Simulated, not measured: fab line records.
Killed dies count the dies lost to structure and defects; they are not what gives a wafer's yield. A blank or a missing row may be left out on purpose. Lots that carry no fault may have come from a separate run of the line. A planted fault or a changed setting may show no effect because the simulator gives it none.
2 desks looking at one fault	flow n5 finfet	only its own numbers are on each desk; what lay behind them is given at the end

== THE METROLOGY DESK ==
Lot by lot, what the gauges showed, no matter which tool ran the lot: averages of those sampled wafers that carry a number. A lot is out of limits, marked OUT, if its mean lies more than 4 standard deviations from the usual mean; the brackets give that distance. Of its 10 readings 7 are shown: those that lie furthest out on some lot.
Columns: A = DIBL_N at N5_BEOL_M4_RC_MEAS_101, usual 36.3 mV/V; B = DIBL_P at N5_BEOL_M4_RC_MEAS_101, usual 35.7 mV/V; C = IOFF_N at N5_BEOL_M4_RC_MEAS_101, usual 0.155 nA/um; D = IOFF_P at N5_BEOL_M4_RC_MEAS_101, usual 0.204 nA/um; E = SS_N at N5_BEOL_M4_RC_MEAS_101, usual 71.5 mV/dec; F = SS_P at N5_BEOL_M4_RC_MEAS_101, usual 73.1 mV/dec; G = VT_P at N5_BEOL_M4_RC_MEAS_101, usual -251 mV
lot	first seen here	A	B	C	D	E	F	G
L421	day 9 00:10	36.8	36.6	0.175	0.231	71.0	73.6	-247
L422	day 9 17:58	38.9	37.6	0.191	0.246	72.4	73.7	-247
L425	day 10 16:14	35.7	34.6	0.144	0.211	71.9	73.0	-247
L429	day 11 07:46	36.0	34.0	0.156	0.177	71.3	73.8	-257
L430	day 11 13:34	36.1	33.8	0.142	0.165	71.4	72.8	-256
L428	day 11 16:56	35.3	36.7	0.151	0.188	71.4	73.4	-252
L432	day 11 22:47	35.6	36.7	0.151	0.199	71.2	73.3	-254
L435	day 12 20:58	36.1	36.5	0.151	0.205	71.3	72.7	-250
L437	day 13 06:14	36.8	36.6	0.172	0.230	71.2	72.8	-247
Result from this desk: across the 9 lots, nothing is out of limits.

== THE TOOL OWNER'S DESK: ald metal-04 ==
The tool's own readings at N5_HKMG_FIN_ALD_21 (deposits TiN, target thk 1.5 nm, pulse time 1 s, purge time 3 s): means of the sampled wafers that have a number, for each lot that ran on this tool. A lot is out of limits, marked OUT, if its mean lies more than 4 standard deviations from the usual mean; the brackets give that distance.
Columns: A = heater power w at N5_HKMG_FIN_ALD_21, usual 914 W; B = precursor pulse height rel at N5_HKMG_FIN_ALD_21, usual 1.001; C = susceptor temp C at N5_HKMG_FIN_ALD_21, usual 400.02 C
lot	first seen here	A	B	C
L421	day 5 14:58	951	1.004	400.21
L422	day 6 00:22	949	0.995	399.96
L428	day 7 14:28	1008	1.002	419.04 (+86) OUT
L430	day 7 21:40	994	1.015	418.93 (+86) OUT
L432	day 8 08:43	960	1.008	418.96 (+86) OUT
This desk's finding: out of limits on L428, L430, L432; first on L428, day 7 14:28 (susceptor temp C at N5_HKMG_FIN_ALD_21). L421, L422 stayed within limits.

== TAKEN TOGETHER ==
The tool owner's desk had the chance to raise an alarm at day 7 14:28 on L428, L430, L432.
The metrology desk saw nothing out of limits.
The metrology desk has L428, L430, L432 on record, within its limits.
The lots listed all ran N5_HKMG_FIN_ALD_21 on ald metal-04.

== WHAT THE SIMULATOR HAD INSERTED ==
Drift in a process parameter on ald metal-04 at N5_HKMG_FIN_ALD_21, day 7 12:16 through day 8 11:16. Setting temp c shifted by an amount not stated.
Shown lots that were struck: L428, L430, L432.
Time in hours from fault onset to the first out-of-limits reading at each desk: the tool owner's desk, 2.
